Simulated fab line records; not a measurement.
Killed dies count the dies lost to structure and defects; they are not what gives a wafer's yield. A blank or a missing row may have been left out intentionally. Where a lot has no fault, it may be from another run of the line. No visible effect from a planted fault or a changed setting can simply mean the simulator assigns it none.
Struck lot and sound lot, side by side ; flow n5-finfet ; 15 out of 1938 route steps
Sound: these wafers, L437.4, L437.5, L437.6. The struck wafers were L450.3, L450.4, L450.6. Last of all comes the cause.
Per side, at each step with rows, come the tool, then ch with its chambers, and then its first start. Under that, the readings that differ: sound wafers ; struck wafers ; difference of the means ; sigmas: that difference in standard deviations of wafers without a fault.
alike: a reading whose means differ by less than 2 such deviations, as well as words and numbers matching on both sides. not compared: withheld readings; readings where some wafer has no value; bounds like >300 that might hide an equal value; numbers whose values overlap and for which the record gives no deviation.
The two part at a step that has a row with sigmas, a row that says differs or no value, or rows on one side only. Numbers that don't overlap but have no deviation are shown without sigmas and don't part them. A reading that every wafer of one side lacks parts them only if that side has two wafers or more.

first, 7 steps without rows for these wafers: N5_MIM_BOT_LITHO_COAT_02; N5_MIM_BOT_LITHO_EBR_04; N5_MIM_BOT_LITHO_SOFTBAKE_03 (time 90 s); N5_MIM_BOT_LITHO_EXPOSE_05 (exposes mask MIM BOT); N5_MIM_BOT_LITHO_PEB_06; N5_MIM_BOT_LITHO_DEVELOP_07 (develop time 60 s); N5_MIM_BOT_LITHO_HARDBAKE_09 (time 120 s).
N5_MIM_BOT_LITHO_CD_MEAS_08 targets a cd of 3000 nm.
  sound on cd-sem-02 ch 0, day 12 11:26; struck on cd-sem-02 ch 0, day 16 12:43
  alike: cd-nm
N5_MIM_BOT_LITHO_OVL_MEAS_11:
  sound on overlay-02 ch 0, day 12 11:28; struck on overlay-01 ch 0, day 16 12:44
  alike: MIM_BOT_OVL
N5_MIM_BOT_LITHO_INSPECT_12: inspects for defects (macro).
  struck on defect-inspect-02, day 16 12:46; sound on defect-inspect-01, day 12 11:29
  alike: raw-defect-count
N5_MIM_BOT_LITHO_DESCUM_10: chemistry O2, time 7.9 s.
  sound on rie-diel-01 ch 1,2, day 12 11:32; struck on rie-diel-04 ch 1,3, day 16 12:48
  alike: drypump-motor-current-A, oes-product-au, rf-fwd-power-W, rf-vpp-V, showerhead-plenum-p-Torr, throttle-valve-pct
  not compared: rf-hours-counter-h
N5_MIM_BOT_ETCH_ETCH_04: etches SiNx in CF4/O2, target depth 26 nm, time 13 s.
  sound on rie-diel-01 ch 1,2, day 12 11:35; struck on rie-diel-04 ch 1,3, day 16 12:52
  alike: drypump-motor-current-A, mfc-ar-sccm, oes-product-au, rf-fwd-power-W, rf-vpp-V, showerhead-plenum-p-Torr, throttle-valve-pct
  not compared: rf-hours-counter-h
N5_MIM_BOT_ETCH_ETCH_03: etches the open film in Cl2/BCl3, target depth 12 nm.
  sound on rie-metal-03 ch 0,1, day 12 11:43; struck on rie-metal-03 ch 0,1, day 16 12:59
reading;sound;struck;difference;sigmas
oes-product-au (a.u.);0.89 0.88 0.82;1.04 1.11 1.11;+0.22;+3
rf-fwd-power-W (W);796.2 792.1 796.9;1277.0 1277.6 1275.6;+481.7;+99 or more
model.etch.depth-nm (nm);12.38 12.36 12.15;18.39 18.65 18.75;+6.30;
model.MIM_BOT_ETCH.cd-offset-nm (nm);0 0.2 0;-2.6 -2.8 -2.4;-2.7;
  alike: drypump-motor-current-A, throttle-valve-pct
  not compared: rf-hours-counter-h, model.coat_of_MIM_BOT_LITHO_COAT_02.thk-nm
N5_MIM_BOT_ETCH_ETCH_00: etches TiN in Cl2/BCl3, target depth 45.5 nm.
  sound on rie-metal-03 ch 0,1, day 12 11:49; struck on rie-metal-03 ch 0,1, day 16 13:05
reading;sound;struck;difference;sigmas
model.MIM_BOT_ETCH.cd-offset-nm (nm);-0.2 0 -0.2;-2.8 -3 -2.8;-2.7;
  alike: drypump-motor-current-A, mfc-ar-sccm, oes-product-au, rf-fwd-power-W, throttle-valve-pct
  not compared: rf-hours-counter-h, model.coat_of_MIM_BOT_LITHO_COAT_02.thk-nm
N5_MIM_BOT_ETCH_STRIP_01: strips in O2.
  sound on rie-diel-03 ch 0,2,3, day 12 11:56; struck on rie-diel-01 ch 0,1,2, day 16 13:11
  alike: drypump-motor-current-A, oes-product-au, rf-vpp-V, showerhead-plenum-p-Torr, throttle-valve-pct
  not compared: rf-hours-counter-h

WHERE THEY PART
N5_MIM_BOT_ETCH_ETCH_03 only, going by this record. Later steps at which nothing parts them and some readings are alike: N5_MIM_BOT_ETCH_ETCH_00, N5_MIM_BOT_ETCH_STRIP_01.

WHY: what the simulator had put in
Process parameters drifting: rie-metal-03 at N5_MIM_BOT_ETCH_ETCH_03, beginning at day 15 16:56. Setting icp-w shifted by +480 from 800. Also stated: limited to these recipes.
